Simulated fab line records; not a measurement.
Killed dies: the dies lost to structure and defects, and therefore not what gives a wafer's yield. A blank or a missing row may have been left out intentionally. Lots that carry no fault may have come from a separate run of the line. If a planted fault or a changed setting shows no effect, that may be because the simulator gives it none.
Chamber matching / flow n5-finfet / 4 sister chambers for N5_MOL_CONTACT_COAG_ETCH_65 on rie-diel-05
The step etches underlayer in N2/H2, target depth 13 nm, time 10.4 s. 33 wafers are shown with their chamber, then 12 later ones without.

== WAFERS, EACH WITH ITS CHAMBER ==
wafer=L074.1; chamber=2; drypump-motor-current-A (A)=5.3; showerhead-plenum-p-Torr (Torr)=2.59; oes-product-au (a.u.)=0.66
wafer=L074.2; chamber=3; drypump-motor-current-A (A)=5.9; showerhead-plenum-p-Torr (Torr)=2.53; oes-product-au (a.u.)=0.61
wafer=L074.4; chamber=3; drypump-motor-current-A (A)=5.8; showerhead-plenum-p-Torr (Torr)=2.53; oes-product-au (a.u.)=0.62
wafer=L077.1; chamber=3; drypump-motor-current-A (A)=5.9; showerhead-plenum-p-Torr (Torr)=2.52; oes-product-au (a.u.)=0.62
wafer=L077.2; chamber=2; drypump-motor-current-A (A)=5.3; showerhead-plenum-p-Torr (Torr)=2.58; oes-product-au (a.u.)=0.65
wafer=L077.3; chamber=0; drypump-motor-current-A (A)=6.0; showerhead-plenum-p-Torr (Torr)=2.43; oes-product-au (a.u.)=0.61
wafer=L077.4; chamber=0; drypump-motor-current-A (A)=6.0; showerhead-plenum-p-Torr (Torr)=2.43; oes-product-au (a.u.)=0.61
wafer=L077.5; chamber=2; drypump-motor-current-A (A)=5.3; showerhead-plenum-p-Torr (Torr)=2.58; oes-product-au (a.u.)=0.66
wafer=L077.6; chamber=3; drypump-motor-current-A (A)=5.8; showerhead-plenum-p-Torr (Torr)=2.52; oes-product-au (a.u.)=0.61
wafer=L079.2; chamber=1; drypump-motor-current-A (A)=5.3; showerhead-plenum-p-Torr (Torr)=2.63; oes-product-au (a.u.)=0.85
wafer=L079.3; chamber=0; drypump-motor-current-A (A)=6.0; showerhead-plenum-p-Torr (Torr)=2.43; oes-product-au (a.u.)=0.61
wafer=L079.6; chamber=3; drypump-motor-current-A (A)=5.8; showerhead-plenum-p-Torr (Torr)=2.52; oes-product-au (a.u.)=0.61
wafer=L081.1; chamber=3; drypump-motor-current-A (A)=5.9; showerhead-plenum-p-Torr (Torr)=2.52; oes-product-au (a.u.)=0.61
wafer=L081.2; chamber=2; drypump-motor-current-A (A)=5.3; showerhead-plenum-p-Torr (Torr)=2.58; oes-product-au (a.u.)=0.65
wafer=L081.3; chamber=1; drypump-motor-current-A (A)=5.3; showerhead-plenum-p-Torr (Torr)=2.63; oes-product-au (a.u.)=0.83
wafer=L081.4; chamber=0; drypump-motor-current-A (A)=6.0; showerhead-plenum-p-Torr (Torr)=2.43; oes-product-au (a.u.)=0.61
wafer=L081.5; chamber=3; drypump-motor-current-A (A)=5.8; showerhead-plenum-p-Torr (Torr)=2.52; oes-product-au (a.u.)=0.62
wafer=L081.6; chamber=0; drypump-motor-current-A (A)=6.0; showerhead-plenum-p-Torr (Torr)=2.43; oes-product-au (a.u.)=0.61
wafer=L082.1; chamber=3; drypump-motor-current-A (A)=5.8; showerhead-plenum-p-Torr (Torr)=2.52; oes-product-au (a.u.)=0.61
wafer=L082.3; chamber=2; drypump-motor-current-A (A)=5.3; showerhead-plenum-p-Torr (Torr)=2.58; oes-product-au (a.u.)=0.64
wafer=L082.4; chamber=1; drypump-motor-current-A (A)=5.3; showerhead-plenum-p-Torr (Torr)=2.63; oes-product-au (a.u.)=0.82
wafer=L083.1; chamber=1; drypump-motor-current-A (A)=5.3; showerhead-plenum-p-Torr (Torr)=2.63; oes-product-au (a.u.)=0.81
wafer=L083.2; chamber=3; drypump-motor-current-A (A)=5.8; showerhead-plenum-p-Torr (Torr)=2.52; oes-product-au (a.u.)=0.60
wafer=L083.4; chamber=2; drypump-motor-current-A (A)=5.3; showerhead-plenum-p-Torr (Torr)=2.58; oes-product-au (a.u.)=0.63
wafer=L085.1; chamber=1; drypump-motor-current-A (A)=5.3; showerhead-plenum-p-Torr (Torr)=2.63; oes-product-au (a.u.)=0.78
wafer=L085.3; chamber=0; drypump-motor-current-A (A)=6.0; showerhead-plenum-p-Torr (Torr)=2.43; oes-product-au (a.u.)=0.60
wafer=L085.4; chamber=2; drypump-motor-current-A (A)=5.3; showerhead-plenum-p-Torr (Torr)=2.57; oes-product-au (a.u.)=0.63
wafer=L086.1; chamber=0; drypump-motor-current-A (A)=6.0; showerhead-plenum-p-Torr (Torr)=2.42; oes-product-au (a.u.)=0.59
wafer=L086.2; chamber=3; drypump-motor-current-A (A)=5.8; showerhead-plenum-p-Torr (Torr)=2.52; oes-product-au (a.u.)=0.59
wafer=L086.3; chamber=1; drypump-motor-current-A (A)=5.3; showerhead-plenum-p-Torr (Torr)=2.62; oes-product-au (a.u.)=0.79
wafer=L086.4; chamber=2; drypump-motor-current-A (A)=5.3; showerhead-plenum-p-Torr (Torr)=2.57; oes-product-au (a.u.)=0.63
wafer=L086.5; chamber=1; drypump-motor-current-A (A)=5.3; showerhead-plenum-p-Torr (Torr)=2.62; oes-product-au (a.u.)=0.79
wafer=L086.6; chamber=2; drypump-motor-current-A (A)=5.3; showerhead-plenum-p-Torr (Torr)=2.57; oes-product-au (a.u.)=0.63

SIGNATURES (averages over the wafers above)
reading=drypump-motor-current-A; chamber 0=6.000; chamber 1=5.300; chamber 2=5.300; chamber 3=5.830; scatter within a chamber=0.0269
reading=showerhead-plenum-p-Torr; chamber 0=2.4286; chamber 1=2.6271; chamber 2=2.5778; chamber 3=2.5220; scatter within a chamber=0.00507
reading=oes-product-au; chamber 0=0.6057; chamber 1=0.8100; chamber 2=0.6422; chamber 3=0.6100; scatter within a chamber=0.0148
Rule: a wafer's distance from a chamber is the root of the sum, over the readings, of the square of ((its reading less the chamber's mean) divided by the reading's scatter). If the next closest chamber is less than 2 further off than the closest, the wafer can't be placed; otherwise it belongs to the closest. The scatter: the root of (the sum of the squares of (reading less its chamber's mean) over the shown wafers, divided by (wafers less chambers)).

== WAFERS WHOSE CHAMBER IS MISSING ==
wafer=L093.1; drypump-motor-current-A (A)=5.3; showerhead-plenum-p-Torr (Torr)=2.62; oes-product-au (a.u.)=0.77
wafer=L093.3; drypump-motor-current-A (A)=5.3; showerhead-plenum-p-Torr (Torr)=2.57; oes-product-au (a.u.)=0.63
wafer=L093.4; drypump-motor-current-A (A)=6.0; showerhead-plenum-p-Torr (Torr)=2.42; oes-product-au (a.u.)=0.59
wafer=L096.4; drypump-motor-current-A (A)=5.3; showerhead-plenum-p-Torr (Torr)=2.57; oes-product-au (a.u.)=0.62
wafer=L096.5; drypump-motor-current-A (A)=5.3; showerhead-plenum-p-Torr (Torr)=2.57; oes-product-au (a.u.)=0.62
wafer=L096.6; drypump-motor-current-A (A)=5.8; showerhead-plenum-p-Torr (Torr)=2.51; oes-product-au (a.u.)=0.59
wafer=L097.1; drypump-motor-current-A (A)=6.0; showerhead-plenum-p-Torr (Torr)=2.42; oes-product-au (a.u.)=0.58
wafer=L097.2; drypump-motor-current-A (A)=5.3; showerhead-plenum-p-Torr (Torr)=2.62; oes-product-au (a.u.)=0.76
wafer=L097.3; drypump-motor-current-A (A)=5.8; showerhead-plenum-p-Torr (Torr)=2.51; oes-product-au (a.u.)=0.59
wafer=L097.4; drypump-motor-current-A (A)=5.3; showerhead-plenum-p-Torr (Torr)=2.57; oes-product-au (a.u.)=0.62
wafer=L097.5; drypump-motor-current-A (A)=5.9; showerhead-plenum-p-Torr (Torr)=2.42; oes-product-au (a.u.)=0.59
wafer=L097.6; drypump-motor-current-A (A)=5.3; showerhead-plenum-p-Torr (Torr)=2.62; oes-product-au (a.u.)=0.76

== THE CHAMBER EACH PASSED THROUGH ==
wafer=L093.1; from the rows above=1; in truth=1
wafer=L093.3; from the rows above=2; in truth=2
wafer=L093.4; from the rows above=0; in truth=0
wafer=L096.4; from the rows above=2; in truth=2
wafer=L096.5; from the rows above=2; in truth=2
wafer=L096.6; from the rows above=3; in truth=3
wafer=L097.1; from the rows above=0; in truth=0
wafer=L097.2; from the rows above=1; in truth=1
wafer=L097.3; from the rows above=3; in truth=3
wafer=L097.4; from the rows above=2; in truth=2
wafer=L097.5; from the rows above=0; in truth=0
wafer=L097.6; from the rows above=1; in truth=1
Placed correctly: 12 of 12. Can't be placed from these rows: 0. Wrongly placed: 0.
